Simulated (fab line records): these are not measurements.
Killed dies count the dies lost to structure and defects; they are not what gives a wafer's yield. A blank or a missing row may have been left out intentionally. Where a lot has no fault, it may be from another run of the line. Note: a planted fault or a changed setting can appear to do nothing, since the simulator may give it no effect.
Split-lot study	flow n5 finfet	route with 1938 steps; 7 lots, 39 wafers read

== THE SPLIT ==
At N5_HKMG_FIN_ETCH_54 (etches SiARC in CF4, target depth 45.5 nm, time 75.8 s), the setting bias w was moved away from the recipe's 36 W on 12 of the 39 wafers read, by -17.0% to +14.2%. For the rest of the wafers, this setting stayed at what the recipe calls for.

The split's own step is where the reading is taken.

== THE READING ==
rf vpp V, in V, at N5_HKMG_FIN_ETCH_54 (etches SiARC in CF4, target depth 45.5 nm, time 75.8 s). On this fab line, fault-free wafers typically give 183.7 V with a standard deviation of 0.83 V.

wafer	tool, chamber at the split	bias w as run, W	against the recipe	rf vpp V, V	against lot-mates on the recipe
L078.3	rie diel-05, 2	36	recipe	183.0	-
L078.4	rie diel-05, 0	36	recipe	183.9	-
L078.6	rie diel-05, 0	36	recipe	184.2	-
L081.1	rie diel-02, 0	36	recipe	181.6	-
L081.2	rie diel-02, 2	36	recipe	183.3	-
L081.3	rie diel-02, 3	41.1	+14.2%	202.4	+19.2
L081.4	rie diel-02, 1	41.1	+14.2%	200.4	+17.2
L081.5	rie diel-02, 2	36	recipe	184.6	-
L081.6	rie diel-02, 3	41.1	+14.2%	200.8	+17.6
L082.1	rie diel-02, 1	36	recipe	183.8	-
L082.2	rie diel-02, 0	36	recipe	183.5	-
L082.3	rie diel-02, 2	36	recipe	183.9	-
L082.4	rie diel-02, 3	36	recipe	184.9	-
L082.5	rie diel-02, 2	36	recipe	185.3	-
L082.6	rie diel-02, 3	36	recipe	184.7	-
L083.1	rie diel-01, 0	36	recipe	183.0	-
L083.2	rie diel-01, 2	29.89	-17.0%	162.9	-20.5
L083.3	rie diel-01, 3	36	recipe	184.4	-
L083.4	rie diel-01, 3	29.89	-17.0%	163.2	-20.2
L083.5	rie diel-01, 2	36	recipe	182.9	-
L083.6	rie diel-01, 0	29.89	-17.0%	162.8	-20.6
L089.1	rie diel-02, 1	36	recipe	184.6	-
L089.2	rie diel-02, 2	36	recipe	183.8	-
L089.3	rie diel-02, 0	31.63	-12.1%	168.0	-15.9
L089.4	rie diel-02, 3	31.63	-12.1%	169.7	-14.2
L089.5	rie diel-02, 3	31.63	-12.1%	168.3	-15.6
L089.6	rie diel-02, 2	36	recipe	183.2	-
L094.1	rie diel-01, 0	36	recipe	183.6	-
L094.2	rie diel-01, 1	36	recipe	184.7	-
L094.3	rie diel-01, 2	36	recipe	184.0	-
L094.4	rie diel-01, 3	36	recipe	183.7	-
L094.5	rie diel-01, 0	36	recipe	183.4	-
L094.6	rie diel-01, 3	36	recipe	183.9	-
L096.1	rie diel-02, 0	29.97	-16.8%	162.4	-21.4
L096.2	rie diel-02, 1	36	recipe	184.8	-
L096.3	rie diel-02, 2	36	recipe	183.9	-
L096.4	rie diel-02, 3	29.97	-16.8%	164.7	-19.1
L096.5	rie diel-02, 3	29.97	-16.8%	163.7	-20.1
L096.6	rie diel-02, 0	36	recipe	182.8	-

FIT RESULTS
A straight line over all 39 wafers: rf vpp V changes by +1.23 V for each +1% of bias w; r = +1.00; the points scatter about the line by 0.8 V.
The same after taking each lot's own level away (the mean of its wafers on the recipe; 39 wafers): +1.23 V for each +1%; r = +1.00; scatter 0.77 V.
That fit puts the effect of the largest move of bias w on the reading at 21 V.
The span of the lots' own levels, 183.17 to 184.35 V, comes to 1.4 times the standard deviation stated above.
Hence the lot-to-lot level has little effect on the slope; both slopes agree.
Check: with one of the wafers moved furthest among these (-17.0%) left out of the fit, the line predicts -20.9 V for it against its lot-mates. Against them it came out at -20.5 V.
Tool readings at the split's step, against how far the setting was moved: rf vpp V r = +1.00.

== OTHER SPLITS ON THESE WAFERS ==
Note: prior to the reading, these wafers also went through further splits. Each is held against what the fit with the lots' levels taken away leaves over:
other split on the same wafers	wafers away from the commonest value	r with rf vpp V (lot level and that fit taken away)
N5_FIN_SAQP_SPACER2_ALD_28 target thk a	15	+0.02
N5_DUMMY_GATE_ETCH_42 bias w	18	+0.27

== FILE'S OWN FIT ==
rf vpp V changes by +1.23 V for each +1% of bias w, r = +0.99.
